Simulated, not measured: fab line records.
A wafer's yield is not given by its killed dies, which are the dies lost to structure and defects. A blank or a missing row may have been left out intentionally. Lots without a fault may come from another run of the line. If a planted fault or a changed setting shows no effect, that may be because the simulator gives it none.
Matching of chambers -- flow nand-harc -- pecvd-03 running NHARC_A_STAIRCASE_DEP_156: 3 sister chambers
The step deposits SiNx, target thk 50 nm. 16 wafers are shown with their chamber, then 8 later ones without.

WAFERS WITH THEIR CHAMBER
wafer,chamber,heater-power-w (W)
L078.1,0,667
L078.2,1,690
L078.4,2,671
L079.2,2,571
L079.4,1,687
L079.5,0,649
L080.2,0,654
L080.3,2,645
L080.5,0,680
L081.4,0,625
L081.5,2,702
L081.6,1,675
L086.2,0,688
L086.3,1,647
L086.6,2,581
L089.2,1,576

SIGNATURES (averages over the wafers above)
reading,chamber 0,chamber 1,chamber 2,scatter within a chamber
heater-power-w,660.50,655.00,634.00,43.4
Rule: a wafer's distance from a chamber is the root of the sum, over the readings, of the square of ((its reading less the chamber's mean) divided by the reading's scatter). The wafer belongs to the nearest chamber; if the next one is less than 2 further off, it can't be placed. How the scatter is found: for the shown wafers, subtract from each reading the mean of its chamber, square and add these, divide the total by (wafers less chambers), then take the root.

WAFERS WHOSE CHAMBER IS MISSING
wafer,heater-power-w (W)
L089.4,727
L089.5,598
L095.2,625
L095.3,659
L095.6,642
L094.1,752
L094.2,573
L094.3,624

THE CHAMBER EACH PASSED THROUGH
wafer,from the rows above,in truth
L089.4,can't be placed: 0 or 1 or 2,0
L089.5,can't be placed: 2 or 1 or 0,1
L095.2,can't be placed: 2 or 1 or 0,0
L095.3,can't be placed: 0 or 1 or 2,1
L095.6,can't be placed: 2 or 1 or 0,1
L094.1,can't be placed: 0 or 1 or 2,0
L094.2,can't be placed: 2 or 1 or 0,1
L094.3,can't be placed: 2 or 1 or 0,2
Correct placement for 0 of the 8. From these rows, 8 cannot be placed; in 8 the true chamber is one of the candidates. 0 placed wrongly.
